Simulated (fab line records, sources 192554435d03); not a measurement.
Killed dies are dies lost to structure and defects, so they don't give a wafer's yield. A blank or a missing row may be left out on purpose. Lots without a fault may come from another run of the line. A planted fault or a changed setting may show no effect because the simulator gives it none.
Chamber matching | flow n5_finfet | N5_BEOL_M8_PECVD_70 on pecvd-01: 3 sister chambers
The step deposits SiO2 from TEOS/O2, target thk 20 nm, time 22.7 s. 3 wafers are shown with their chamber, then 7 later ones without.

WAFERS WITH THEIR CHAMBER
wafer  | chamber | throttle_valve_pct (%)
L089.4 | 0       | 22.4
L094.1 | 1       | 21.8
L094.4 | 2       | 21.0

WAFERS WITHOUT THEIR CHAMBER
wafer  | throttle_valve_pct (%)
L094.6 | 22.0
L096.2 | 21.1
L096.4 | 22.0
L096.5 | 22.5
L097.2 | 22.0
L097.5 | 22.2
L097.6 | 21.1

WHICH CHAMBER EACH WENT THROUGH
wafer  | from the rows above     | in truth
L094.6 | can't be placed: 1 or 0 | 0
L096.2 | 2                       | 2
L096.4 | can't be placed: 1 or 0 | 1
L096.5 | 0                       | 0
L097.2 | can't be placed: 1 or 0 | 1
L097.5 | can't be placed: 0 or 1 | 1
L097.6 | 2                       | 2
Placed correctly: 3 of 7. Can't be placed from these rows: 4 (the true chamber is among the candidates in 4). Placed wrongly: 0.
How it was worked out, from the rows above alone: a wafer's distance from a chamber is the root of the sum, over the readings, of the square of ((its reading less the chamber's mean) divided by the reading's scatter). The wafer belongs to the nearest chamber; if the next one is less than 2 further off, it can't be placed. A chamber's mean is the mean of its shown wafers. The scatter: with one shown wafer a chamber, the root of the mean of the squares of how far each hidden wafer lies from its nearest shown one.
